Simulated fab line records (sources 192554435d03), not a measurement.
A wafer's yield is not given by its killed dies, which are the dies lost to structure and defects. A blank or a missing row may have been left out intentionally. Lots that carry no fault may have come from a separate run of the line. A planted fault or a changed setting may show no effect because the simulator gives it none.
A struck lot beside a sound one :: flow n5Finfet :: 40 steps out of a route of 1938
Sound: these wafers, L833.1, L833.5, L833.6. Struck: wafers L830.1, L830.6. (L830.2 of the same lot was not struck and is left out.) The cause comes at the end.
For every step that has rows: the tool of each side, followed by ch and its chambers, followed by its first start. Under that, the readings that differ: sound wafers :: struck wafers :: difference of the means :: sigmas: that difference in standard deviations of wafers without a fault.
alike: readings with means less than 2 such deviations apart, plus words and numbers identical on both sides. not compared: withheld readings, readings lacking a value on some wafer, bounds such as >300 that could conceal the same value, and numbers that have no deviation in the record and whose values overlap.
The two part at a step that has a row with sigmas, a row that says differs or no value, or rows on one side only. Non-overlapping numbers with no deviation appear without sigmas and do not part them. A reading that every wafer of one side lacks parts them only if that side has two wafers or more.

first, 11 steps without rows for these wafers: N5_ZERO_LAYER_HMDS_04 (time 60 s); N5_ZERO_LAYER_COAT_05 (resist thk 1000 nm); N5_ZERO_LAYER_EBR_07; N5_ZERO_LAYER_SOFTBAKE_06 (time 90 s); N5_ZERO_LAYER_EXPOSE_08 (exposes mask ZERO, defocus 0 nm, target cd 2000 nm); N5_ZERO_LAYER_PEB_09; N5_ZERO_LAYER_DEVELOP_10 (develop time 60 s); N5_ZERO_LAYER_HARDBAKE_23 (time 120 s); N5_ZERO_LAYER_DESCUM_16 (chemistry O2, time 7.9 s); N5_ZERO_LAYER_ETCH_17 (etches SiO2 in CF4, target depth 12 nm, time 13.3 s); N5_ZERO_LAYER_ETCH_18 (etches Si in HBr/Cl2, target depth 120 nm, time 40 s).
N5_ZERO_LAYER_STRIP_24: strips in O2.
  sound on plasmaAsher-02 ch 0,1, day 6 13:01; struck on plasmaAsher-01 ch 0, day 5 19:01
  alike: drypumpMotorCurrentA, heaterPowerW, oesProductAu, stripTimeToEndpointS
  not compared: rfHoursCounterH
then, 1 step without rows for these wafers: N5_ZERO_LAYER_STRIP_19 (strips in SPM, time 900 s).
N5_ZERO_LAYER_INSPECT_20: inspects for defects (darkfield).
  sound: defectInspect-01 at day 6 13:23; struck: defectInspect-02 at day 5 19:23
reading: rawDefectCount
sound: 38 27 18
struck: 824 814
difference: +791
sigmas: +61
then, 8 steps without rows for these wafers: N5_WELL_APT_HMDS_01 (time 60 s); N5_WELL_APT_COAT_02 (resist thk 950 nm); N5_WELL_APT_EBR_04; N5_WELL_APT_SOFTBAKE_03 (time 60 s); N5_WELL_APT_EXPOSE_05 (exposes mask NWELL, defocus 0 nm, target cd 200 nm); N5_WELL_APT_PEB_06 (peb time 90 s); N5_WELL_APT_DEVELOP_07 (develop time 45 s); N5_WELL_APT_HARDBAKE_12 (time 120 s).
N5_WELL_APT_INSPECT_10: inspects for defects (macro).
  sound: defectInspect-02 at day 6 13:52; struck: defectInspect-01 at day 5 19:52
reading: rawDefectCount
sound: 2 6 0
struck: >300 >300
difference: differs
sigmas: 
then, 12 steps without rows for these wafers: N5_WELL_APT_DESCUM_13 (chemistry O2, time 7.9 s); N5_WELL_APT_IMPLANT_14; N5_WELL_APT_IMPLANT_15; N5_WELL_APT_STRIP_16 (strips in SPM, time 900 s); N5_WELL_APT_HMDS_18 (time 60 s); N5_WELL_APT_COAT_19 (resist thk 950 nm); N5_WELL_APT_EBR_21; N5_WELL_APT_SOFTBAKE_20 (time 60 s); N5_WELL_APT_EXPOSE_22 (exposes mask PWELL, defocus 0 nm, target cd 200 nm); N5_WELL_APT_PEB_23 (peb time 90 s); N5_WELL_APT_DEVELOP_24 (develop time 45 s); N5_WELL_APT_HARDBAKE_29 (time 120 s).
N5_WELL_APT_INSPECT_27: inspects for defects (macro).
  sound: defectInspect-02 at day 6 15:15; struck: defectInspect-02 at day 5 22:03
reading: rawDefectCount
sound: 8 1 1
struck: >300 >300
difference: differs
sigmas: 
then, 1 step without rows for these wafers: N5_WELL_APT_DESCUM_30 (chemistry O2, time 7.9 s).
N5_WELL_APT_INSPECT_38: inspects for defects (darkfield).
  sound: defectInspect-02 at day 6 17:13; struck: defectInspect-02 at day 5 23:57
reading: rawDefectCount
sound: 16 32 12
struck: 777 782
difference: +760
sigmas: +99 or more
-- the record jumps here: 10 days lie between the struck wafers' starts before and after (it left off in module WELL_APT and takes up again in module BEOL_M4, whose first step shown is number 1111 of the route) --
N5_BEOL_M4_RC_MEAS_101:
  sound on prober-02 ch 0, day 15 22:40; struck on prober-01 ch 0, day 15 18:53
  alike: DIBL_N, DIBL_P, IOFF_N, IOFF_P, ION_N, ION_P, SS_N, SS_P, VT_N, VT_P
-- the record jumps here: 5 days lie between the struck wafers' starts before and after (it left off in module BEOL_M4 and takes up again in module PASSIVATION, whose first step shown is number 1936 of the route) --
N5_PASSIVATION_PROBE_49:
  sound: prober-01 at day 21 16:10; struck: prober-01 at day 20 17:50
reading: defectLimitedYield (%)
sound: 90.3 91.4 89.7
struck: 84.5 84.0
difference: -6.2
sigmas: -4

reading: killedAtFrontEnd
sound: 51 37 40
struck: 123 125
difference: +81
sigmas: +7

reading: killedDies
sound: 115 101 122
struck: 183 189
difference: +73
sigmas: +4

reading: killedOnRim
sound: 12 16 10
struck: 25 29
difference: +14
sigmas: +3

reading: sort_bin_5_function (%)
sound: 5.6 5.3 6.9
struck: 9.2 9.2
difference: +3.3
sigmas: +3

reading: sortNPass
sound: 1065 1079 1058
struck: 997 991
difference: -73
sigmas: -4

reading: sortYieldPct (%)
sound: 90.3 91.4 89.7
struck: 84.5 84.0
difference: -6.2
sigmas: -4
  alike: killed_at_M0_to_M3, killed_at_M4_up, killedAtContacts, killedAtOther, killedOpen, killedShort, sort_bin_6_memory

## WHERE THEY PART
Earliest at N5_ZERO_LAYER_INSPECT_20; latest, in this record, at N5_PASSIVATION_PROBE_49.

WHY: whatever the simulator had introduced
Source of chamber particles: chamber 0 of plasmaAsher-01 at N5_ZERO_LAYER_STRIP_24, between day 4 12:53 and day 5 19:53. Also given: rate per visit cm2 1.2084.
